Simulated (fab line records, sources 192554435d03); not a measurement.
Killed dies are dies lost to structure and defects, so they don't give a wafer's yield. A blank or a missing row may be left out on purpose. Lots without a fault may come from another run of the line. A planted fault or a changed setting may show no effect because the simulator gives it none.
Which tool did it? | flow n5_finfet | 24 lots, 72 wafers sampled, at 5 steps of a route of 1938

WHAT THE GAUGES READ, wafer by wafer
N5_BEOL_M7_CD_MEAS_18: pitch 80 nm, target cd 40 nm. Usual: cd_nm 40.0 nm, standard deviation 0.53.
lot  | measured     | on        | cd_nm (nm)     | flag
L074 | day 9 14:23  | cd_sem-03 | 40.3 40.0 39.7 |
L075 | day 9 23:35  | cd_sem-01 | 40.0 40.4 39.6 |
L076 | day 9 23:53  | cd_sem-03 | 39.6 40.1 39.8 |
L079 | day 10 19:01 | cd_sem-03 | 39.9 40.0 39.4 |
L077 | day 10 19:15 | cd_sem-03 | 40.2 40.6 40.6 |
L078 | day 11 06:19 | cd_sem-03 | 39.9 39.4 39.9 |
L080 | day 11 15:17 | cd_sem-03 | 40.0 39.8 40.2 |
L082 | day 12 01:07 | cd_sem-03 | 39.4 39.8 39.1 |
L081 | day 12 03:31 | cd_sem-03 | 39.5 39.5 40.1 |
L084 | day 12 06:43 | cd_sem-03 | 39.8 39.5 39.6 |
L086 | day 12 11:11 | cd_sem-01 | 40.7 40.6 41.0 |
L085 | day 13 09:52 | cd_sem-02 | 40.3 40.4 40.7 |
L083 | day 13 10:02 | cd_sem-01 | 39.4 38.8 38.9 |
L088 | day 13 13:17 | cd_sem-02 | 39.8 40.2 40.0 |
L087 | day 13 13:36 | cd_sem-01 | 39.4 40.4 40.0 |
L090 | day 13 17:52 | cd_sem-02 | 40.1 40.0 40.9 |
L089 | day 13 18:27 | cd_sem-01 | 40.7 40.3 41.0 |
L091 | day 14 15:04 | cd_sem-01 | 39.9 40.3 39.7 |
L092 | day 14 15:34 | cd_sem-02 | 40.4 40.3 40.7 |
L093 | day 14 15:43 | cd_sem-02 | 40.3 40.0 39.8 |
L094 | day 14 21:24 | cd_sem-02 | 40.7 39.7 40.8 |
L095 | day 15 01:24 | cd_sem-03 | 39.4 39.1 38.6 |
L096 | day 16 00:24 | cd_sem-03 | 40.2 40.5 40.9 |
L097 | day 16 04:11 | cd_sem-01 | 40.2 39.6 40.3 |

N5_BEOL_M7_INSPECT_30: inspects for defects (brightfield). Usual: raw_defect_count 406, standard deviation 83.
lot  | measured     | on                | raw_defect_count | flag
L074 | day 9 15:49  | defect_inspect-02 | 453 544 511      |
L075 | day 10 01:42 | defect_inspect-02 | 417 376 505      |
L076 | day 10 01:32 | defect_inspect-02 | 286 367 358      |
L079 | day 10 21:00 | defect_inspect-01 | 282 362 270      |
L077 | day 10 22:25 | defect_inspect-02 | 314 289 294      |
L078 | day 11 08:14 | defect_inspect-01 | 374 371 429      |
L080 | day 11 15:46 | defect_inspect-01 | 378 306 412      |
L082 | day 12 01:34 | defect_inspect-01 | 435 281 458      |
L081 | day 12 04:02 | defect_inspect-02 | 344 384 271      |
L084 | day 12 07:22 | defect_inspect-02 | 556 489 505      |
L086 | day 12 12:21 | defect_inspect-01 | 415 388 619      |
L085 | day 13 11:44 | defect_inspect-02 | 391 416 430      |
L083 | day 13 11:58 | defect_inspect-01 | 391 301 389      |
L088 | day 13 13:49 | defect_inspect-02 | 405 427 438      |
L087 | day 13 14:04 | defect_inspect-02 | 397 515 485      |
L090 | day 13 19:08 | defect_inspect-01 | 326 363 331      |
L089 | day 13 19:11 | defect_inspect-02 | 342 384 450      |
L091 | day 14 16:28 | defect_inspect-02 | 358 385 408      |
L092 | day 14 16:49 | defect_inspect-02 | 459 523 440      |
L093 | day 14 16:38 | defect_inspect-02 | 360 474 299      |
L094 | day 14 22:04 | defect_inspect-01 | 373 451 419      |
L095 | day 15 02:06 | defect_inspect-02 | 552 571 441      |
L096 | day 16 02:04 | defect_inspect-02 | 256 304 340      |
L097 | day 16 05:28 | defect_inspect-02 | 491 395 304      |

N5_BEOL_M8_CD_MEAS_28: target cd 40 nm. Usual: cd_nm 40.02 nm, standard deviation 0.25.
lot  | measured     | on        | cd_nm (nm)        | flag
L074 | day 9 23:16  | cd_sem-01 | 40.15 39.90 40.26 |
L075 | day 10 09:53 | cd_sem-03 | 40.12 40.03 39.67 |
L076 | day 10 09:56 | cd_sem-02 | 39.40 39.64 40.01 |
L079 | day 11 04:35 | cd_sem-02 | 40.14 39.85 39.55 |
L077 | day 11 04:45 | cd_sem-03 | 40.09 39.68 40.09 |
L078 | day 11 17:31 | cd_sem-02 | 39.81 40.30 39.93 |
L080 | day 12 01:37 | cd_sem-02 | 40.08 39.71 40.12 |
L082 | day 12 09:39 | cd_sem-01 | 40.06 40.12 40.03 |
L081 | day 12 12:16 | cd_sem-02 | 40.26 39.66 39.88 |
L084 | day 12 16:14 | cd_sem-01 | 39.97 40.11 40.26 |
L086 | day 13 04:19 | cd_sem-01 | 40.00 39.88 40.61 |
L085 | day 13 18:56 | cd_sem-01 | 39.98 40.31 40.00 |
L083 | day 13 19:08 | cd_sem-02 | 40.00 40.00 39.90 |
L088 | day 13 21:02 | cd_sem-01 | 39.93 39.81 40.18 |
L087 | day 13 21:22 | cd_sem-02 | 40.03 40.19 40.35 |
L090 | day 14 05:55 | cd_sem-03 | 40.41 40.20 40.53 |
L089 | day 14 05:18 | cd_sem-02 | 39.87 39.86 39.84 |
L091 | day 15 03:01 | cd_sem-02 | 40.24 39.99 40.09 |
L092 | day 15 03:03 | cd_sem-01 | 40.01 40.29 40.09 |
L093 | day 15 03:06 | cd_sem-02 | 40.28 40.00 40.01 |
L094 | day 15 06:52 | cd_sem-03 | 39.99 39.77 40.01 |
L095 | day 15 13:50 | cd_sem-01 | 39.82 39.80 39.55 |
L096 | day 16 12:20 | cd_sem-03 | 39.85 40.61 39.85 |
L097 | day 16 16:17 | cd_sem-01 | 40.63 40.04 40.04 |

WHICH TOOL RAN EACH LOT (tool, then ch and the chambers of the sampled wafers, then the start)
lot  | N5_BEOL_M7_CURE_75            | N5_BEOL_M7_SURFACE_TREAT_79
L074 | uv_cure-03 ch 2, day 9 16:29  | pvd_sputter-01, day 9 17:27
L075 | uv_cure-01 ch 2, day 10 02:22 | pvd_sputter-02, day 10 03:55
L076 | uv_cure-03 ch 2, day 10 02:11 | pvd_sputter-02, day 10 03:46
L079 | uv_cure-01 ch 2, day 10 21:52 | pvd_sputter-01, day 10 23:02
L077 | uv_cure-02 ch 0, day 10 23:13 | pvd_sputter-01, day 11 00:14
L078 | uv_cure-02 ch 2, day 11 09:00 | pvd_sputter-01, day 11 10:50
L080 | uv_cure-02 ch 0, day 11 16:49 | pvd_sputter-02, day 11 18:34
L082 | uv_cure-03 ch 1, day 12 02:25 | pvd_sputter-01, day 12 03:17
L081 | uv_cure-02 ch 1, day 12 04:43 | pvd_sputter-02, day 12 06:43
L084 | uv_cure-02 ch 2, day 12 08:33 | pvd_sputter-03, day 12 10:30
L086 | uv_cure-02 ch 0, day 12 14:25 | pvd_sputter-02, day 12 16:52
L085 | uv_cure-02 ch 2, day 13 12:29 | pvd_sputter-02, day 13 13:26
L083 | uv_cure-01 ch 2, day 13 12:38 | pvd_sputter-03, day 13 13:36
L088 | uv_cure-03 ch 2, day 13 14:29 | pvd_sputter-02, day 13 16:43
L087 | uv_cure-02 ch 1, day 13 14:49 | pvd_sputter-02, day 13 16:50
L090 | uv_cure-02 ch 0, day 13 19:51 | pvd_sputter-03, day 13 20:49
L089 | uv_cure-02 ch 0, day 13 20:09 | pvd_sputter-03, day 13 21:16
L091 | uv_cure-03 ch 2, day 14 17:16 | pvd_sputter-02, day 14 17:59
L092 | uv_cure-02 ch 2, day 14 18:00 | pvd_sputter-02, day 14 18:50
L093 | uv_cure-01 ch 1, day 14 17:45 | pvd_sputter-02, day 14 18:38
L094 | uv_cure-01 ch 2, day 14 22:57 | pvd_sputter-01, day 14 23:47
L095 | uv_cure-03 ch 1, day 15 02:48 | pvd_sputter-01, day 15 03:56
L096 | uv_cure-03 ch 2, day 16 02:51 | pvd_sputter-01, day 16 03:37
L097 | uv_cure-03 ch 1, day 16 06:16 | pvd_sputter-01, day 16 08:17
- N5_BEOL_M7_CURE_75: cures SiCOH lowk, time 120 s.
- N5_BEOL_M7_SURFACE_TREAT_79

WHAT THE TOOLS THEMSELVES READ (means of the sampled wafers that have a number; where no wafer has one, the mark that the record gives instead)
N5_BEOL_M7_CURE_75. Usual: lamp_power_pct 52.31 %, standard deviation 0.051; wafer_temp_C_max 371.7, standard deviation 0.65.
lot  | tool       | lamp_power_pct (%) | wafer_temp_C_max | flag
L074 | uv_cure-03 | 52.31              | 372.4            |
L075 | uv_cure-01 | 52.32              | 371.3            |
L076 | uv_cure-03 | 52.30              | 371.8            |
L079 | uv_cure-01 | 52.37              | 371.1            |
L077 | uv_cure-02 | 52.30              | 371.0            |
L078 | uv_cure-02 | 52.35              | 371.7            |
L080 | uv_cure-02 | 52.30              | 371.4            |
L082 | uv_cure-03 | 52.32              | 371.5            |
L081 | uv_cure-02 | 52.31              | 370.6            |
L084 | uv_cure-02 | 52.32              | 372.3            |
L086 | uv_cure-02 | 52.37              | 371.3            |
L085 | uv_cure-02 | 52.28              | 371.9            |
L083 | uv_cure-01 | 52.28              | 371.4            |
L088 | uv_cure-03 | 52.30              | 372.4            |
L087 | uv_cure-02 | 52.27              | 371.1            |
L090 | uv_cure-02 | 52.33              | 371.0            |
L089 | uv_cure-02 | 52.34              | 371.1            |
L091 | uv_cure-03 | 52.31              | 373.0            |
L092 | uv_cure-02 | 52.30              | 372.3            |
L093 | uv_cure-01 | 52.34              | 372.5            |
L094 | uv_cure-01 | 52.26              | 371.5            |
L095 | uv_cure-03 | 52.33              | 371.3            |
L096 | uv_cure-03 | 52.30              | 372.8            |
L097 | uv_cure-03 | 52.26              | 371.7            |

THE ANSWER, worked out from the rows above alone
Rule: a lot is off if the mean of its wafers that have a number lies more than 3 standard deviations from the usual mean. A lot without any number at a reading at which 4 lots or more have one is off too. The other lots that the step has rows for count as sound. The gauges are gone through in route order, then the tools' own readings, and for those a lot's mean is taken as printed above. The first step at which some lot is off is used, and at that step the reading that is off furthest; a lot without a number counts as furthest.
No lot is off at any reading shown: from this, nothing can be told.

WHAT THE SIMULATOR HAD PUT IN
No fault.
